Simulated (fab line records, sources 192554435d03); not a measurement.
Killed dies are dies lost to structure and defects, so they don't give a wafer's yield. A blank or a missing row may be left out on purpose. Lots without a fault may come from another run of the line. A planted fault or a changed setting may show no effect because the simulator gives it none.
One fault seen from 3 desks | flow n5_finfet | each desk has only its own numbers; what lay behind them comes last

THE METROLOGY DESK
What the gauges read, lot by lot, whatever tool the lot ran on: means of the sampled wafers that have a number. A lot is out of limits, marked OUT, if its mean lies more than 4 standard deviations from the usual mean; the brackets give that distance.
Columns: A = cd_nm at N5_BEOL_M11_CD_MEAS_11, usual 63.8 nm; B = M11_OVL at N5_BEOL_M11_OVL_MEAS_12, usual 0.2 nm
lot  | first seen here | A    | B
L470 | day 14 11:07    | 63.5 | -0.4
L472 | day 15 02:41    | 63.3 | 0.2
L474 | day 16 07:37    | 64.2 | 0.2
L478 | day 16 16:11    | 62.5 | -0.8
L477 | day 17 02:17    | 64.6 | 0.3
L481 | day 17 02:27    | 63.3 | -0.5
L486 | day 18 22:51    | 63.3 | 0.9
This desk's finding: nothing out of limits on any of the 7 lots.

THE TOOL OWNER'S DESK: rie_diel-02
The tool's own readings at N5_BEOL_M11_ETCH_62 (etches SOC in N2/H2, target depth 110 nm, overetch 22 nm, time 165 s): means of the sampled wafers that have a number, for each lot that ran on this tool. A lot is out of limits, marked OUT, if its mean lies more than 4 standard deviations from the usual mean; the brackets give that distance.
Columns: A = chamber_pressure_mTorr at N5_BEOL_M11_ETCH_62, usual 30.001 mTorr; B = drypump_motor_current_A at N5_BEOL_M11_ETCH_62, usual 5.8 A; C = n2_flow_sccm at N5_BEOL_M11_ETCH_62, usual 200.0 sccm; D = oes_product_au at N5_BEOL_M11_ETCH_62, usual 0.68 a.u.; E = rf_vpp_V at N5_BEOL_M11_ETCH_62, usual 524 V; F = showerhead_plenum_p_Torr at N5_BEOL_M11_ETCH_62, usual 2.56 Torr; G = throttle_valve_pct at N5_BEOL_M11_ETCH_62, usual 17.79 %
lot  | first seen here | A      | B   | C     | D    | E   | F    | G
L472 | day 15 02:52    | 29.970 | 5.7 | 199.0 | 0.67 | 523 | 2.53 | 17.90
L474 | day 16 08:05    | 30.004 | 5.6 | 200.2 | 0.69 | 521 | 2.47 | 17.92
L478 | day 16 16:35    | 30.019 | 5.7 | 199.8 | 0.61 | 523 | 2.52 | 17.84
L477 | day 17 02:28    | 30.035 | 5.8 | 200.6 | 0.59 | 526 | 2.61 | 17.91
This desk's finding: nothing out of limits on any of the 4 lots.

THE DEFECT DESK
What the inspections along the route counted, lot by lot: means of the sampled wafers that have a number. A lot is out of limits, marked OUT, if its mean lies more than 4 standard deviations from the usual mean; the brackets give that distance.
Columns: A = raw_defect_count at N5_BEOL_M11_INSPECT_13, usual 388
lot  | first seen here | A
L470 | day 14 11:10    | 459
L472 | day 15 02:44    | 512
L474 | day 16 07:40    | 400
L478 | day 16 16:15    | 305
L477 | day 17 02:20    | 304
L481 | day 17 02:31    | 317
L486 | day 18 22:55    | 421
This desk's finding: nothing out of limits on any of the 7 lots.

PUT TOGETHER
The metrology desk saw nothing out of limits.
The tool owner's desk saw nothing out of limits.
The defect desk saw nothing out of limits.

WHAT THE SIMULATOR HAD PUT IN
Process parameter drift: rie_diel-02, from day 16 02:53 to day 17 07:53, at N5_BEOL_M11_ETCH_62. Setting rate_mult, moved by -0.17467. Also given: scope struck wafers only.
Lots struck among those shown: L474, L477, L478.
